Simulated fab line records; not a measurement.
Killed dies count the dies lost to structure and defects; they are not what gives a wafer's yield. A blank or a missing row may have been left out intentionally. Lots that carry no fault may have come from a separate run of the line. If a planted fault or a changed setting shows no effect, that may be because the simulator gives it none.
Comparing a struck lot with a sound one	flow n5-finfet	37 out of 1938 route steps
Sound: these wafers, L565.1, L565.4, L565.6. Struck: wafers L556.4, L556.5, L556.6. The cause is named last.
For every step that has rows: the tool of each side, followed by ch and its chambers, followed by its first start. Under that, the readings that differ: sound wafers	struck wafers	difference of the means	sigmas: that difference in standard deviations of wafers without a fault.
alike: words and numbers the same on both sides, and readings whose means are apart by under 2 such deviations; not compared: readings that were withheld, readings missing a value for some wafer, numbers with overlapping values and no deviation given by the record, and bounds like >300 which may hide the same value.
A row with sigmas, a row that says differs or no value, or rows on one side alone: a step with any of these is where the two part. When numbers do not overlap yet have no deviation, they are printed without sigmas and do not part them. A reading missing from all wafers of one side parts the sides only when that side holds two or more wafers.

first, 10 steps without rows for these wafers: N5_FIN_SAQP_PRECLEAN_42 (cleans in O3/DIW, time 60 s); N5_FIN_SAQP_PRECLEAN_00 (cleans in SC1, time 60 s); N5_FIN_SAQP_PRECLEAN_44 (cleans in SC2, time 45 s); N5_FIN_SAQP_SRD_01 (time 30 s); N5_FIN_SAQP_ALD_61 (deposits SiO2, target thk 4 nm, pulse time 1 s, purge time 2 s); N5_FIN_SAQP_DENSIFY_62 (time 60 s); N5_FIN_SAQP_HM_DEP_03 (deposits SiNx from SiH4/NH3/N2, target thk 38 nm, time 33.6 s); N5_FIN_SAQP_PECVD_47 (deposits a-Si from SiH4/He, target thk 45 nm, time 36.3 s); N5_FIN_SAQP_PECVD_48 (deposits SiNx from SiH4/NH3/N2, target thk 25 nm, time 22.1 s); N5_FIN_SAQP_PECVD_06 (deposits a-Si from SiH4/He, target thk 60 nm, time 48.1 s).
N5_FIN_SAQP_HM_DEP_72: deposits SiO2 from SiH4/N2O, target thk 12 nm, time 7.2 s.
  sound on pecvd-04 ch 0,1,2, day 7 04:08; struck on pecvd-04 ch 0,1,2, day 4 22:12
  no value came back on the struck wafers for chamber-pressure-Torr (Torr), heater-power-outer-w (W), heater-power-w (W), showerhead-plenum-p-Torr (Torr); on the sound wafers chamber-pressure-Torr (Torr) reads 0.7513 0.7498 0.7481
then, 12 steps without rows for these wafers: N5_FIN_SAQP_COAT_49 (time 60 s, resist thk 100 nm); N5_FIN_SAQP_COAT_50 (time 60 s, resist thk 35 nm); N5_FIN_SAQP_COAT_10 (resist thk 90 nm); N5_FIN_SAQP_EBR_12; N5_FIN_SAQP_SOFTBAKE_11 (time 60 s); N5_FIN_SAQP_EXPOSE_13 (exposes mask FIN CORE, target cd 35.6 nm); N5_FIN_SAQP_PEB_14 (peb time 60 s); N5_FIN_SAQP_DEVELOP_15 (develop time 30 s); N5_FIN_SAQP_DESCUM_21 (chemistry O2, time 7.9 s); N5_FIN_SAQP_ETCH_51 (etches SiARC in CF4, target depth 45.5 nm, time 75.8 s); N5_FIN_SAQP_ETCH_52 (etches SOC in N2/H2, target depth 100 nm, overetch 20 nm, time 150 s); N5_FIN_SAQP_STRIP_53 (strips in N2/H2).
N5_FIN_SAQP_HM_OPEN_73: chemistry CHF3/O2, target SiO2, stops on a-Si, target depth 12 nm, time 16.8 s.
  sound on rie-diel-01 ch 0,2,3, day 7 05:02; struck on rie-diel-02 ch 0,1,3, day 4 22:58
reading	sound	struck	difference	sigmas
oes-product-au (a.u.)	0.45 0.50 0.47	0.29 0.30 0.28	-0.18	-4
model.etch.depth-nm (nm)	11.73 11.94 11.88	0 0 0	-12	
  alike: bias-w, drypump-motor-current-A, rf-vpp-V, showerhead-plenum-p-Torr, throttle-valve-pct
  not compared: rf-hours-counter-h
then, 9 steps without rows for these wafers: N5_FIN_SAQP_STRIP_74 (strips in CHF3/O2); N5_FIN_SAQP_MANDREL_ETCH_22 (etches a-Si in HBr/Cl2, stops on SiNx, target depth 60 nm, bt time 10 s, time 30 s); N5_FIN_SAQP_STRIP_55 (strips in N2/H2); N5_FIN_SAQP_STRIP_23 (strips in SPM, time 750 s); N5_FIN_SAQP_SRD_66 (time 30 s); N5_FIN_SAQP_RECESS_75 (chemistry HF/NH3, target SiO2, target depth 14.4 nm, afs cycles 3, sublimation time 60 s); N5_FIN_SAQP_SPACER1_ALD_24 (deposits SiO2, target thk 20.3 nm, pulse time 1 s, purge time 2 s); N5_FIN_SAQP_SPACER1_ETCHBACK_25 (etches SiO2 in CHF3/O2, target depth 24.4 nm, time 12.2 s); N5_FIN_SAQP_MANDREL1_REMOVE_56 (chemistry HBr/Cl2/O2, target a-Si, stops on SiNx, bt time 10 s).
N5_FIN_SAQP_CD_MEAS_27 targets a cd of 20 nm.
  sound on cd-sem-01 ch 0, day 7 06:52; struck on cd-sem-02 ch 0, day 5 01:15
reading	sound	struck	difference	sigmas
cd-nm (nm)	20.23 20.24 20.00	- - -	no value on the struck wafers	
then, 1 step without rows for these wafers: N5_FIN_SAQP_ETCH_57 (etches SiNx in CH3F/O2, target depth 32.5 nm, time 46.4 s).
N5_BEOL_M4_RC_MEAS_101:
  the record has rows for the sound wafers here (prober-02 ch 0, day 14 02:40) and none for the struck ones
-- here the record skips 12 days between the struck wafers' starts before and after, leaving off in module BEOL_M4 and picking up in module PASSIVATION (first step shown: number 1936 of the route) --
N5_PASSIVATION_PROBE_49:
  sound on prober-01 at day 19 03:22; struck on prober-01 at day 17 06:27
reading	sound	struck	difference	sigmas
defect-limited-yield (%)	93.0 94.2 92.1	0 0 0	-93	-62
killed_at_M0_to_M3	21 22 40	3 4 8	-23	-2
killed-at-front-end	34 25 32	1171 1174 1166	+1140	+99 or more
killed-dies	83 68 93	1180 1180 1180	+1099	+61
killed-on-rim	10 11 15	152 152 152	+140	+36
killed-open	51 43 54	14 8 14	-37	-3
killed-short	31 25 36	6 6 3	-26	-3
sort_bin_5_function (%)	4.2 3.4 5.1	75.8 74.0 73.4	+70.2	+70
sort-n-pass	1097 1112 1087	0 0 0	-1099	-61
sort-yield-pct (%)	93.0 94.2 92.1	0 0 0	-93	-62
  alike: killed_at_M4_up, killed-at-contacts, killed-at-other, sort_bin_6_memory

## WHERE THEY PART
At N5_FIN_SAQP_HM_DEP_72 first; at N5_PASSIVATION_PROBE_49 last (within this record only).

WHY: what the simulator had put in
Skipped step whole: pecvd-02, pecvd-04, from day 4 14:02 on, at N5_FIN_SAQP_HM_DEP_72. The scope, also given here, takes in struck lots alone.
